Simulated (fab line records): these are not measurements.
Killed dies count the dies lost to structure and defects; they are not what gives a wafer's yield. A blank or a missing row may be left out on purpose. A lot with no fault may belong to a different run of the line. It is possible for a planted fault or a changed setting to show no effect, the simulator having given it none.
fab line records | flow nand-harc
record lots=16 | wafers=48 | last-day=32
route steps=1302 shown A_CHANNEL_HOLE_D1@467
lots untouched by any fault: they come from a run of this same line in which no faults occurred
start-h: start of the lot's first displayed wafer, in hours after the record's first day | wait-h: how many hours have passed since the lot's step before this one | " identical to the entry in the row above | L1.1+2: a row that stands for several wafers | - no value, or no start given | * or withheld: withheld | < > ~ a bound
route shown NAME@n: a module of which the file shows steps, and the number in the route of the first | usual: mean and standard deviation over wafers with no fault | same: alike in all rows | chamber/n: place in a boat | sites: each site's reading | _std_site: the values' standard deviation | _edge_site: the outer-site mean with the inner-site mean subtracted | radius-mm: for every site, how far away it sits from the centre of the wafer | mask NAME#n: copy n | behind: the tool/chamber that last shaped the wafer | hold: cause of the lot's hold/its duration in hours/its outcome | device: whichever transistor did not switch (one of n, p or np) | end of line: at the end of the route, the tests of the same wafers | step lacking rows: just its recipe | killed: not the wafer's yield, but the dies lost to structure and defects at the first sort | map: a wafer's dies, marking killed ones x, the rest . and places with no die _
set.NAME: setting as actually run; set.NAME@STEP: the setting as run at that earlier step | model.NAME: the simulator's own value behind a step, which no gauge read
a sample of lots followed through the steps of the route, with each step as a table and each wafer as a row
services: a tool's chamber out of use, with start hour (start-h, from the record's first day; less than 0 if before it), hours out, and reason
## steps
# step NHARC_A_CHANNEL_HOLE_D1_ETCH_39
# recipe target-depth-a=2600 | over-etch-frac=0.3 | time-s=325 | ion-energy-ev=200 | n2-flow-sccm=150 | h2-flow-sccm=150 | ar-flow-sccm=0 | rf-w=400 | bias-w=150 | chemistry=N2/H2
# usual chamber-pressure-mTorr=30.001/0.027 | drypump-motor-current-A=5.9/0.4 | oes-product-au=1.001/0.0075 | rf-vpp-V=430.1/1.7 | run-length-s=346.0/0.43 | showerhead-plenum-p-Torr=2.03/0.056 | throttle-valve-pct=14.172/0.0093
lot.wafer | tool        | chamber | start-h | wait-h | chamber-pressure-mTorr | drypump-motor-current-A | oes-product-au | rf-hours-counter-h | rf-vpp-V | run-length-s | showerhead-plenum-p-Torr | throttle-valve-pct
L910.5    | rie-diel-01 | 3       | 184.25  | -      | 30.041                 | 5.8                     | 1.008          | -                  | 429.0    | 346.5        | 1.99                     | 14.186
L910.4    | "           | 0       | "       | "      | 29.993                 | 6.3                     | 1.007          | -                  | 428.9    | 345.7        | 2.02                     | 14.179
L910.6    | "           | 2       | "       | "      | 30.004                 | 6.3                     | 1.019          | -                  | 433.0    | 345.5        | 2.11                     | 14.169
L912.1    | rie-diel-01 | 1       | 192.20  | -      | 29.991                 | 5.7                     | 0.993          | 11                 | 428.3    | 346.1        | 2.01                     | 14.187
L912.4    | "           | 2       | "       | "      | 30.005                 | 6.3                     | 0.994          | 12                 | 430.9    | 345.7        | 2.11                     | 14.181
L912.5    | "           | 0       | "       | "      | 29.961                 | 6.3                     | 1.019          | -                  | 430.8    | 345.4        | 2.02                     | 14.164
L911.3    | rie-diel-01 | 3       | 193.49  | -      | 30.030                 | 5.8                     | 1.002          | 12                 | 428.8    | 346.8        | 1.99                     | 14.177
L911.2    | "           | 1       | "       | "      | 29.985                 | 5.7                     | 0.998          | 12                 | 430.0    | 345.6        | 2.01                     | 14.168
L911.6    | "           | 0       | "       | "      | 30.044                 | 6.3                     | 1.011          | -                  | 431.1    | 345.3        | 2.02                     | 14.173
L913.2    | rie-diel-02 | 3       | 211.47  | -      | 29.979                 | 5.1                     | 0.999          | 55                 | 428.4    | 345.8        | 1.99                     | 14.172
L913.4    | "           | 0       | "       | "      | 29.973                 | 4.9                     | 0.989          | 47                 | 434.5    | 346.6        | 2.15                     | 14.191
L913.5    | "           | 2       | "       | "      | 29.996                 | 5.7                     | 1.011          | -                  | 431.6    | 346.0        | 2.08                     | 14.163
L914.1    | rie-diel-01 | 0       | 219.54  | -      | 30.011                 | 6.3                     | 1.006          | 0                  | 429.1    | 345.8        | 2.02                     | 14.168
L914.4    | "           | 1       | "       | "      | 30.016                 | 5.7                     | 1.009          | 1                  | 427.0    | 345.6        | 2.01                     | 14.182
L914.5    | "           | 2       | "       | "      | 29.978                 | 6.3                     | 1.004          | -                  | 432.9    | 345.8        | 2.11                     | 14.186
L916.2    | rie-diel-01 | 0       | 238.93  | -      | 29.933                 | 6.3                     | 1.000          | 2                  | 429.2    | 345.8        | 2.02                     | 14.174
L916.5    | "           | 0       | "       | "      | 30.010                 | 6.3                     | 1.008          | -                  | 430.1    | 345.3        | 2.02                     | 14.160
L916.6    | "           | 1       | "       | "      | 29.992                 | 5.7                     | 0.998          | -                  | 428.7    | 346.1        | 2.00                     | 14.174
L917.1    | rie-diel-01 | 2       | 254.81  | -      | 30.011                 | 6.3                     | 1.009          | 3                  | 432.2    | 346.1        | 2.11                     | 14.167
L917.5    | "           | 3       | "       | "      | 29.958                 | 5.8                     | 0.998          | -                  | 430.6    | 346.7        | 1.99                     | 14.158
L917.6    | "           | 0       | "       | "      | 29.958                 | 6.3                     | 0.998          | -                  | 429.8    | 345.5        | 2.02                     | 14.178
L918.1    | rie-diel-01 | 3       | 259.13  | -      | 30.007                 | 5.8                     | 1.000          | 4                  | 430.2    | 346.6        | 1.99                     | 14.174
L918.4    | "           | 0       | "       | "      | 29.997                 | 6.3                     | 0.997          | 4                  | 429.6    | 345.3        | 2.02                     | 14.166
L918.6    | "           | 0       | "       | "      | 29.967                 | 6.3                     | 0.992          | -                  | 429.1    | 345.5        | 2.02                     | 14.194
L921.3    | rie-diel-01 | 0       | 289.47  | -      | 30.055                 | 6.3                     | 1.001          | 7                  | 431.3    | 345.8        | 2.02                     | 14.162
L921.4    | "           | 1       | "       | "      | 30.024                 | 5.7                     | 1.006          | 7                  | 428.1    | 345.6        | 2.00                     | 14.181
L921.1    | "           | 2       | "       | "      | 29.981                 | 6.3                     | 1.007          | 7                  | 431.8    | 345.5        | 2.10                     | 14.179
L922.1    | rie-diel-01 | 2       | 295.92  | -      | 29.960                 | 6.3                     | 1.009          | 7                  | 432.6    | 345.7        | 2.10                     | 14.173
L922.4    | "           | 3       | "       | "      | 29.984                 | 5.8                     | 0.998          | 7                  | 428.3    | 346.3        | 1.99                     | 14.165
L922.3    | "           | 0       | "       | "      | 30.012                 | 6.3                     | 1.004          | 8                  | 430.2    | 345.5        | 2.02                     | 14.177
L923.4    | rie-diel-01 | 1       | 305.95  | -      | 29.941                 | 5.7                     | 0.997          | 8                  | 430.6    | 263.4        | 2.00                     | 14.158
L923.6    | "           | 2       | "       | "      | 29.986                 | 6.2                     | 1.012          | -                  | 431.5    | 263.2        | 2.10                     | 14.159
L923.5    | "           | 3       | "       | "      | 30.004                 | 5.8                     | 0.997          | -                  | 428.7    | 264.4        | 1.98                     | 14.181
L924.4    | rie-diel-01 | 1       | 334.47  | -      | 30.013                 | 5.7                     | 0.998          | 9                  | 429.1    | 263.1        | 2.00                     | 14.163
L924.2    | "           | 2       | "       | "      | 29.936                 | 6.2                     | 0.996          | 10                 | 430.7    | 263.1        | 2.10                     | 14.175
L924.5    | "           | 0       | "       | "      | 30.033                 | 6.3                     | 1.002          | -                  | 428.9    | 262.7        | 2.02                     | 14.163
L926.1    | rie-diel-01 | 0       | 338.77  | -      | 30.027                 | 6.3                     | 1.010          | 11                 | 429.8    | 263.2        | 2.02                     | 14.172
L926.2    | "           | 3       | "       | "      | 30.017                 | 5.9                     | 1.008          | 11                 | 429.3    | 263.7        | 1.98                     | 14.156
L926.6    | "           | 1       | "       | "      | 30.015                 | 5.7                     | 1.011          | -                  | 429.5    | 263.7        | 2.00                     | 14.181
L927.2    | rie-diel-08 | 2       | 350.52  | -      | 29.986                 | 5.0                     | 0.997          | 49                 | 430.6    | 346.3        | 2.08                     | 14.162
L927.1    | "           | 3       | "       | "      | 29.981                 | 5.9                     | 1.002          | 55                 | 429.4    | 346.3        | 2.05                     | 14.171
L927.6    | "           | 2       | "       | "      | 29.961                 | 5.0                     | 1.007          | -                  | 431.0    | 345.9        | 2.08                     | 14.188
L928.4    | rie-diel-01 | 0       | 365.22  | -      | 30.044                 | 6.3                     | 0.990          | 13                 | 428.6    | 263.0        | 2.02                     | 14.172
L928.3    | "           | 2       | "       | "      | 29.987                 | 6.2                     | 1.002          | 13                 | 430.7    | 263.1        | 2.10                     | 14.176
L928.5    | "           | 1       | "       | "      | 30.048                 | 5.7                     | 0.988          | -                  | 430.0    | 263.1        | 2.00                     | 14.147
L931.2    | rie-diel-02 | 0       | 389.82  | -      | 29.979                 | 4.9                     | 0.987          | 57                 | 431.8    | 346.5        | 2.13                     | 14.156
L931.5    | "           | 2       | "       | "      | 29.977                 | 5.7                     | 1.000          | -                  | 431.2    | 346.1        | 2.06                     | 14.166
L931.6    | "           | 3       | "       | "      | 29.975                 | 5.1                     | 0.995          | -                  | 428.8    | 345.8        | 1.97                     | 14.160
# step NHARC_A_CHANNEL_HOLE_D1_ETCH_34
# recipe target-depth-a=1540 | time-s=77 | cf4-flow-sccm=100 | chf3-flow-sccm=30 | ar-flow-sccm=0 | rf-w=500 | bias-w=200 | chemistry=CF4/CHF3
# usual chamber-pressure-mTorr=25.002/0.021 | drypump-motor-current-A=5.9/0.41 | oes-product-au=0.941/0.023 | rf-vpp-V=370.4/1.7 | run-length-s=98.0/0.5 | showerhead-plenum-p-Torr=1.57/0.04 | throttle-valve-pct=16.801/0.0095
lot.wafer | tool        | chamber | start-h | wait-h | chamber-pressure-mTorr | drypump-motor-current-A | oes-product-au | rf-hours-counter-h | rf-vpp-V | run-length-s | showerhead-plenum-p-Torr | throttle-valve-pct
L910.5    | rie-diel-01 | 3       | -       | -      | 25.007                 | 5.8                     | 0.920          | -                  | 371.0    | 98.6         | 1.54                     | 16.808
L910.4    | "           | 0       | "       | "      | 25.039                 | 6.3                     | 0.934          | -                  | 369.8    | 97.3         | 1.56                     | 16.812
L910.6    | "           | 2       | "       | "      | 25.012                 | 6.3                     | 0.922          | -                  | 372.4    | 97.9         | 1.62                     | 16.811
L912.1    | rie-diel-01 | 0       | -       | -      | 24.962                 | 6.3                     | 0.983          | 13                 | 370.7    | 97.4         | 1.56                     | 16.803
L912.4    | "           | 3       | "       | "      | 25.040                 | 5.8                     | 0.984          | 11                 | 369.7    | 98.3         | 1.54                     | 16.791
L912.5    | "           | 1       | "       | "      | 25.024                 | 5.7                     | 0.963          | -                  | 370.0    | 97.4         | 1.55                     | 16.792
L911.3    | rie-diel-01 | 3       | -       | -      | 25.002                 | 5.8                     | 0.922          | 12                 | 367.9    | 98.2         | 1.54                     | 16.793
L911.2    | "           | 1       | "       | "      | 24.980                 | 5.7                     | 0.920          | 12                 | 370.2    | 97.9         | 1.55                     | 16.795
L911.6    | "           | 0       | "       | "      | 25.018                 | 6.3                     | 0.924          | -                  | 371.4    | 97.3         | 1.56                     | 16.810
L913.4    | rie-diel-02 | 3       | -       | -      | 24.993                 | 5.1                     | 0.933          | 55                 | 369.7    | 98.1         | 1.54                     | 16.793
L913.2    | "           | 0       | "       | "      | 25.023                 | 4.9                     | 0.910          | 47                 | 373.0    | 98.9         | 1.65                     | 16.808
L913.5    | "           | 3       | "       | "      | 24.977                 | 5.1                     | 0.923          | -                  | 370.1    | 98.1         | 1.54                     | 16.812
L914.1    | rie-diel-01 | 3       | -       | -      | 24.986                 | 5.8                     | 0.976          | 1                  | 369.0    | 98.6         | 1.54                     | 16.821
L914.4    | "           | 2       | "       | "      | 25.033                 | 6.3                     | 0.958          | 1                  | 372.3    | 97.4         | 1.62                     | 16.792
L914.5    | "           | 3       | "       | "      | 25.048                 | 5.8                     | 0.980          | -                  | 367.9    | 98.6         | 1.54                     | 16.784
L916.2    | rie-diel-01 | 0       | -       | -      | 24.989                 | 6.3                     | 0.959          | 2                  | 370.0    | 97.3         | 1.56                     | 16.796
L916.6    | "           | 1       | "       | "      | 25.002                 | 5.7                     | 0.950          | -                  | 368.5    | 97.8         | 1.55                     | 16.803
L916.5    | "           | 2       | "       | "      | 24.991                 | 6.3                     | 0.936          | -                  | 371.3    | 97.7         | 1.62                     | 16.800
L917.1    | rie-diel-01 | 1       | -       | -      | 24.998                 | 5.7                     | 0.982          | 4                  | 368.9    | 97.6         | 1.55                     | 16.793
L917.6    | "           | 1       | "       | "      | 25.039                 | 5.7                     | 0.987          | -                  | 369.5    | 97.5         | 1.55                     | 16.798
L917.5    | "           | 2       | "       | "      | 25.025                 | 6.3                     | 0.979          | -                  | 372.7    | 97.8         | 1.62                     | 16.792
L918.1    | rie-diel-01 | 0       | -       | -      | 25.008                 | 6.3                     | 0.952          | 4                  | 369.4    | 97.3         | 1.56                     | 16.780
L918.4    | "           | 2       | "       | "      | 25.007                 | 6.2                     | 0.979          | 4                  | 372.3    | 97.5         | 1.62                     | 16.798
L918.6    | "           | 3       | "       | "      | 24.998                 | 5.8                     | 0.975          | -                  | 369.7    | 98.7         | 1.54                     | 16.814
L921.4    | rie-diel-01 | 3       | -       | -      | 25.012                 | 5.8                     | 0.925          | 7                  | 367.8    | 98.3         | 1.53                     | 16.804
L921.3    | "           | 0       | "       | "      | 24.986                 | 6.3                     | 0.919          | 7                  | 370.6    | 97.7         | 1.56                     | 16.809
L921.1    | "           | 2       | "       | "      | 25.001                 | 6.3                     | 0.934          | 7                  | 373.6    | 97.5         | 1.62                     | 16.806
L922.4    | rie-diel-01 | 1       | -       | -      | 25.021                 | 5.7                     | 0.926          | 8                  | 370.4    | 97.6         | 1.55                     | 16.800
L922.3    | "           | 2       | "       | "      | 25.013                 | 6.3                     | 0.929          | 7                  | 370.2    | 97.7         | 1.62                     | 16.784
L922.1    | "           | 3       | "       | "      | 24.970                 | 5.8                     | 0.923          | 7                  | 369.5    | 98.4         | 1.53                     | 16.803
L923.4    | rie-diel-01 | 3       | -       | -      | 24.994                 | 5.9                     | 0.917          | 8                  | 370.3    | 98.6         | 1.53                     | 16.805
L923.6    | "           | 1       | "       | "      | 25.000                 | 5.7                     | 0.934          | -                  | 369.5    | 97.7         | 1.55                     | 16.812
L923.5    | "           | 2       | "       | "      | 24.995                 | 6.3                     | 0.931          | -                  | 371.8    | 97.6         | 1.62                     | 16.807
L924.4    | rie-diel-01 | 2       | -       | -      | 24.992                 | 6.2                     | 0.932          | 10                 | 371.7    | 97.3         | 1.62                     | 16.790
L924.2    | "           | 3       | "       | "      | 25.000                 | 5.8                     | 0.913          | 11                 | 368.7    | 98.6         | 1.53                     | 16.810
L924.5    | "           | 3       | "       | "      | 24.991                 | 5.8                     | 0.925          | -                  | 369.4    | 98.2         | 1.53                     | 16.799
L926.2    | rie-diel-01 | 2       | -       | -      | 24.968                 | 6.3                     | 0.932          | 11                 | 370.8    | 97.4         | 1.62                     | 16.793
L926.1    | "           | 3       | "       | "      | 25.017                 | 5.8                     | 0.930          | 11                 | 369.1    | 98.4         | 1.53                     | 16.817
L926.6    | "           | 1       | "       | "      | 25.013                 | 5.7                     | 0.923          | -                  | 371.3    | 97.7         | 1.55                     | 16.805
L927.2    | rie-diel-08 | 2       | -       | -      | 25.014                 | 5.0                     | 0.947          | 49                 | 373.2    | 97.9         | 1.60                     | 16.801
L927.1    | "           | 0       | "       | "      | 25.005                 | 5.2                     | 0.907          | 53                 | 369.2    | 98.8         | 1.57                     | 16.790
L927.6    | "           | 2       | "       | "      | 25.024                 | 5.0                     | 0.937          | -                  | 373.1    | 98.4         | 1.60                     | 16.825
L928.3    | rie-diel-01 | 3       | -       | -      | 24.998                 | 5.8                     | 0.932          | 13                 | 368.0    | 98.7         | 1.53                     | 16.792
L928.4    | "           | 0       | "       | "      | 24.991                 | 6.3                     | 0.926          | 14                 | 368.1    | 97.3         | 1.56                     | 16.814
L928.5    | "           | 0       | "       | "      | 25.034                 | 6.3                     | 0.921          | -                  | 370.9    | 97.3         | 1.56                     | 16.799
L931.2    | rie-diel-02 | 0       | -       | -      | 25.030                 | 4.9                     | 0.919          | 57                 | 372.9    | 99.1         | 1.64                     | 16.807
L931.5    | "           | 0       | "       | "      | 24.996                 | 4.9                     | 0.915          | -                  | 371.7    | 98.6         | 1.64                     | 16.794
L931.6    | "           | 1       | "       | "      | 24.986                 | 6.0                     | 0.906          | -                  | 374.1    | 98.3         | 1.67                     | 16.791
# step NHARC_A_CHANNEL_HOLE_D1_CD_MEAS_18
# usual cd-nm=99.3/2.4
lot.wafer | tool      | chamber | start-h | wait-h | cd-nm
L910.4    | cd-sem-01 | -       | 185.27  | -      | 103.0
L910.5    | "         | -       | "       | "      | 100.4
L910.6    | "         | -       | "       | "      | 98.0
L912.1    | cd-sem-03 | -       | 193.11  | -      | 92.8
L912.4    | "         | -       | "       | "      | 99.5
L912.5    | "         | -       | "       | "      | 99.7
L911.2    | cd-sem-01 | -       | 194.60  | -      | 94.3
L911.3    | "         | -       | "       | "      | 99.7
L911.6    | "         | -       | "       | "      | 96.0
L913.2    | cd-sem-03 | -       | 212.44  | -      | 96.0
L913.4    | "         | -       | "       | "      | 101.3
L913.5    | "         | -       | "       | "      | 98.6
L914.1    | cd-sem-03 | -       | 220.42  | -      | 104.8
L914.4    | "         | -       | "       | "      | 96.5
L914.5    | "         | -       | "       | "      | 98.7
L916.2    | cd-sem-01 | -       | 239.86  | -      | 101.1
L916.5    | "         | -       | "       | "      | 103.0
L916.6    | "         | -       | "       | "      | 96.9
L917.1    | cd-sem-03 | -       | 255.66  | -      | 97.5
L917.5    | "         | -       | "       | "      | 102.2
L917.6    | "         | -       | "       | "      | 100.4
L918.1    | cd-sem-02 | -       | 260.06  | -      | 105.5
L918.4    | "         | -       | "       | "      | 106.4
L918.6    | "         | -       | "       | "      | 102.4
L921.1    | cd-sem-02 | -       | 290.37  | -      | 96.2
L921.3    | "         | -       | "       | "      | 100.5
L921.4    | "         | -       | "       | "      | 98.1
L922.1    | cd-sem-02 | -       | 296.83  | -      | 98.4
L922.3    | "         | -       | "       | "      | 100.8
L922.4    | "         | -       | "       | "      | 99.7
L923.4    | cd-sem-03 | -       | 306.82  | -      | 96.8
L923.5    | "         | -       | "       | "      | 100.1
L923.6    | "         | -       | "       | "      | 95.8
L924.2    | cd-sem-02 | -       | 335.38  | -      | 98.6
L924.4    | "         | -       | "       | "      | 100.3
L924.5    | "         | -       | "       | "      | 99.7
L926.1    | cd-sem-02 | -       | 339.70  | -      | 100.2
L926.2    | "         | -       | "       | "      | 98.1
L926.6    | "         | -       | "       | "      | 98.6
L927.1    | cd-sem-02 | -       | 351.53  | -      | 97.2
L927.2    | "         | -       | "       | "      | 102.8
L927.6    | "         | -       | "       | "      | 99.3
L928.3    | cd-sem-03 | -       | 366.16  | -      | 96.6
L928.4    | "         | -       | "       | "      | 100.2
L928.5    | "         | -       | "       | "      | 97.0
L931.2    | cd-sem-01 | -       | 390.72  | -      | 94.5
L931.5    | "         | -       | "       | "      | 94.7
L931.6    | "         | -       | "       | "      | 98.9
# step NHARC_A_CHANNEL_HOLE_D1_ETCH_26
# recipe bias-v=300 | source-w=2000 | pressure-mtorr=30 | time-s=224.1 | ar-flow-sccm=375 | c4f8-flow-sccm=11.4 | o2-flow-sccm=113.6 | temp-c=-20 | target-depth-a=3000 | chemistry=C4F8/O2/Ar
# usual chamber-pressure-mTorr=30.003/0.029 | drypump-motor-current-A=6.08/0.27 | run-length-s=209.1/0 | showerhead-plenum-p-Torr=3.71/0.085 | temp-c=-19.99/0.11 | throttle-valve-pct=24.583/0.0091
lot.wafer | tool        | chamber | start-h | wait-h | chamber-pressure-mTorr | drypump-motor-current-A | rf-hours-counter-h | run-length-s | showerhead-plenum-p-Torr | temp-c | throttle-valve-pct
L910.4    | har-etch-01 | 0       | 189.20  | 0.5    | 29.997                 | 6.44                    | -                  | 209.1        | 3.76                     | -20.14 | 24.574
L910.6    | "           | 0       | "       | "      | 30.013                 | 6.45                    | -                  | 209.1        | 3.76                     | -20.18 | 24.583
L910.5    | "           | 1       | "       | "      | 29.986                 | 6.17                    | -                  | 209.1        | 3.78                     | -19.90 | 24.582
L912.1    | har-etch-02 | 1       | 196.97  | 0.6    | 30.044                 | 5.97                    | 306                | 209.1        | 3.61                     | -19.81 | 24.581
L912.4    | "           | 1       | "       | "      | 29.998                 | 5.97                    | -                  | 209.1        | 3.61                     | -19.88 | 24.573
L912.5    | "           | 1       | "       | "      | 30.009                 | 5.98                    | -                  | 209.1        | 3.61                     | -19.97 | 24.589
L911.2    | har-etch-01 | 0       | 198.64  | 0.7    | 30.012                 | 6.42                    | 96                 | 209.1        | 3.75                     | -19.92 | 24.580
L911.3    | "           | 0       | "       | "      | 30.044                 | 6.40                    | -                  | 209.1        | 3.75                     | -19.92 | 24.585
L911.6    | "           | 1       | "       | "      | 29.943                 | 6.18                    | -                  | 209.1        | 3.78                     | -20.10 | 24.593
L913.2    | har-etch-01 | 0       | 216.32  | 0.6    | 30.016                 | 6.44                    | 103                | 209.1        | 3.75                     | -20.00 | 24.600
L913.4    | "           | 0       | "       | "      | 29.982                 | 6.43                    | -                  | 209.1        | 3.75                     | -20.21 | 24.608
L913.5    | "           | 1       | "       | "      | 29.980                 | 6.16                    | -                  | 209.1        | 3.77                     | -19.97 | 24.579
L914.1    | har-etch-02 | 1       | 224.31  | 0.6    | 29.982                 | 5.98                    | 321                | 209.1        | 3.60                     | -20.08 | 24.574
L914.4    | "           | 1       | "       | "      | 30.020                 | 5.97                    | -                  | 209.1        | 3.60                     | -19.93 | 24.580
L914.5    | "           | 0       | "       | "      | 30.046                 | 5.72                    | -                  | 209.1        | 3.73                     | -20.14 | 24.592
L916.2    | har-etch-02 | 0       | 244.25  | 0.7    | 30.065                 | 5.68                    | 333                | 209.1        | 3.72                     | -20.04 | 24.591
L916.6    | "           | 0       | "       | "      | 29.984                 | 5.69                    | -                  | 209.1        | 3.73                     | -20.02 | 24.582
L916.5    | "           | 1       | "       | "      | 30.019                 | 5.97                    | -                  | 209.1        | 3.59                     | -20.05 | 24.593
L917.1    | har-etch-01 | 1       | 259.52  | 0.6    | 29.991                 | 6.16                    | 126                | 209.1        | 3.76                     | -19.97 | 24.577
L917.6    | "           | 0       | "       | "      | 29.990                 | 6.43                    | -                  | 209.1        | 3.73                     | -19.93 | 24.589
L917.5    | "           | 1       | "       | "      | 30.008                 | 6.16                    | -                  | 209.1        | 3.76                     | -20.04 | 24.586
L918.1    | har-etch-02 | 1       | 263.92  | 0.7    | 29.986                 | 5.97                    | 340                | 209.1        | 3.59                     | -19.84 | 24.579
L918.4    | "           | 1       | "       | "      | 29.989                 | 5.99                    | -                  | 209.1        | 3.59                     | -20.10 | 24.577
L918.6    | "           | 0       | "       | "      | 30.035                 | 5.70                    | -                  | 209.1        | 3.72                     | -20.02 | 24.567
L921.1    | har-etch-02 | 1       | 298.74  | 0.6    | 30.002                 | 6.00                    | 363                | 209.1        | 3.58                     | -20.07 | 24.608
L921.4    | "           | 0       | "       | "      | 29.978                 | 5.67                    | -                  | 209.1        | 3.71                     | -19.96 | 24.583
L921.3    | "           | 1       | "       | "      | 29.959                 | 5.97                    | -                  | 209.1        | 3.58                     | -20.25 | 24.584
L922.1    | har-etch-02 | 1       | 302.88  | 0.8    | 29.976                 | 5.98                    | 367                | 209.1        | 3.58                     | -20.05 | 24.578
L922.4    | "           | 1       | "       | "      | 29.962                 | 5.97                    | -                  | 209.1        | 3.58                     | -20.08 | 24.594
L922.3    | "           | 0       | "       | "      | 29.984                 | 5.68                    | -                  | 209.1        | 3.71                     | -20.06 | 24.581
L923.4    | har-etch-01 | 1       | 310.71  | 0.5    | 30.066                 | 6.19                    | -                  | 209.1        | 3.74                     | -20.12 | 24.590
L923.5    | "           | 1       | "       | "      | 30.000                 | 6.16                    | -                  | 209.1        | 3.74                     | -19.97 | 24.585
L923.6    | "           | 0       | "       | "      | 30.012                 | 6.42                    | -                  | 209.1        | 3.71                     | -19.98 | 24.582
L924.2    | har-etch-01 | 1       | 339.22  | 0.7    | 30.003                 | 6.13                    | 172                | 209.1        | 3.73                     | -20.04 | 24.594
L924.4    | "           | 1       | "       | "      | 30.045                 | 6.16                    | -                  | 209.1        | 3.73                     | -19.99 | 24.588
L924.5    | "           | 0       | "       | "      | 29.991                 | 6.47                    | -                  | 209.1        | 3.71                     | -19.95 | 24.592
L926.1    | har-etch-02 | 1       | 345.38  | 0.7    | 29.974                 | 5.97                    | 389                | 209.1        | 3.56                     | -20.01 | 24.589
L926.2    | "           | 0       | "       | "      | 30.079                 | 5.64                    | 389                | 209.1        | 3.69                     | -19.96 | 24.591
L926.6    | "           | 0       | "       | "      | 30.008                 | 5.64                    | -                  | 209.1        | 3.69                     | -20.05 | 24.577
L927.1    | har-etch-02 | 1       | 355.37  | 0.7    | 29.996                 | 6.01                    | 397                | 209.1        | 3.56                     | -19.93 | 24.582
L927.2    | "           | 0       | "       | "      | 29.998                 | 5.64                    | 397                | 209.1        | 3.69                     | -19.91 | 24.575
L927.6    | "           | 1       | "       | "      | 30.004                 | 5.98                    | -                  | 209.1        | 3.56                     | -19.95 | 24.581
L928.3    | har-etch-01 | 1       | 374.51  | 0.5    | 30.019                 | 6.19                    | -                  | 209.1        | 3.72                     | -19.93 | 24.591
L928.4    | "           | 0       | "       | "      | 29.998                 | 6.44                    | -                  | 209.1        | 3.70                     | -19.93 | 24.574
L928.5    | "           | 1       | "       | "      | 30.068                 | 6.20                    | -                  | 209.1        | 3.72                     | -19.95 | 24.582
L931.2    | har-etch-01 | 1       | 397.14  | 0.6    | 29.925                 | 6.22                    | 211                | 209.1        | 3.71                     | -19.97 | 24.581
L931.6    | "           | 0       | "       | "      | 30.053                 | 6.40                    | -                  | 209.1        | 3.69                     | -19.97 | 24.609
L931.5    | "           | 1       | "       | "      | 30.036                 | 6.16                    | -                  | 209.1        | 3.71                     | -19.98 | 24.587
## services
tool        | chamber | start-h | hours | kind
rie-diel-08 | -       | 175.68  | 0.3   | repair
rie-diel-01 | 1       | 180.69  | 8.6   | repair
rie-diel-01 | 0       | 182.85  | -     | clean
rie-diel-01 | 2       | 182.85  | -     | clean
rie-diel-01 | 3       | 182.85  | -     | clean
rie-diel-08 | 1       | 187.16  | 15.6  | repair
rie-diel-01 | 2       | 193.12  | 6.9   | repair
rie-diel-08 | -       | 193.25  | 9.0   | pm
rie-diel-01 | -       | 203.80  | 9.0   | pm
rie-diel-01 | 0       | 203.80  | 9.0   | vent-cycle
rie-diel-01 | 1       | 203.80  | 9.0   | vent-cycle
rie-diel-01 | 2       | 203.80  | 9.0   | vent-cycle
rie-diel-01 | 3       | 203.80  | 9.0   | vent-cycle
rie-diel-01 | 0       | 212.80  | -     | clean
rie-diel-08 | 1       | 217.85  | 18.7  | repair
rie-diel-02 | -       | 218.34  | 9.0   | pm
rie-diel-08 | 0       | 275.45  | 3.4   | repair
rie-diel-08 | 2       | 276.88  | 22.1  | repair
rie-diel-01 | 3       | 282.50  | 2.4   | repair
rie-diel-01 | 1       | 318.02  | 9.3   | repair
rie-diel-08 | -       | 370.35  | 9.0   | pm
har-etch-02 | -       | 379.78  | 17.0  | pm
rie-diel-01 | -       | 380.80  | 9.0   | pm
rie-diel-02 | -       | 395.37  | 9.0   | pm
## key
first-sign step=NHARC_A_CHANNEL_HOLE_D1_ETCH_39 | reading=run-length-s | direction=down | sigmas=99+ | usual=* | struck=*
effect none on later readings
met-at NHARC_A_CHANNEL_HOLE_D1_ETCH_39
struck-lots L923,L924,L926,L928
later-rows-left-out L923.4,L923.5,L923.6,L926.1,L926.2,L926.6
sort-left-out L923.4,L923.5,L923.6,L924.2,L924.4,L924.5,L926.1,L926.2,L926.6,L928.3,L928.4,L928.5
tester-left-out L923,L924,L926,L928
not-acting-at NHARC_A_CHANNEL_HOLE_D1_ETCH_34,NHARC_A_CHANNEL_HOLE_D1_CD_MEAS_18,NHARC_A_CHANNEL_HOLE_D1_ETCH_26
onset-between 295.92 305.95
fault kind=process-parameter-drift | tool=rie-diel-01 | chamber=- | onset-h=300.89 | steps=NHARC_A_CHANNEL_HOLE_D1_ETCH_39 | channel=time-s | offset=* | shape=step | acts-in=* | stated=*
# tester-left-out: of these lots the tester's yield and bins aren't shown, on N5 and GAA mostly nor the transistor test; their killed dies are dies lost to structure and defects alone, not to doping, threshold or leakage, so they don't give the yield
# sort-left-out: the simulated sort isn't trusted on such a fault, so these wafers' sort isn't shown, and their yield isn't known
# later-rows-left-out: the simulator's readings of these wafers behind a module that went badly wrong aren't trusted and aren't shown, but for the sort
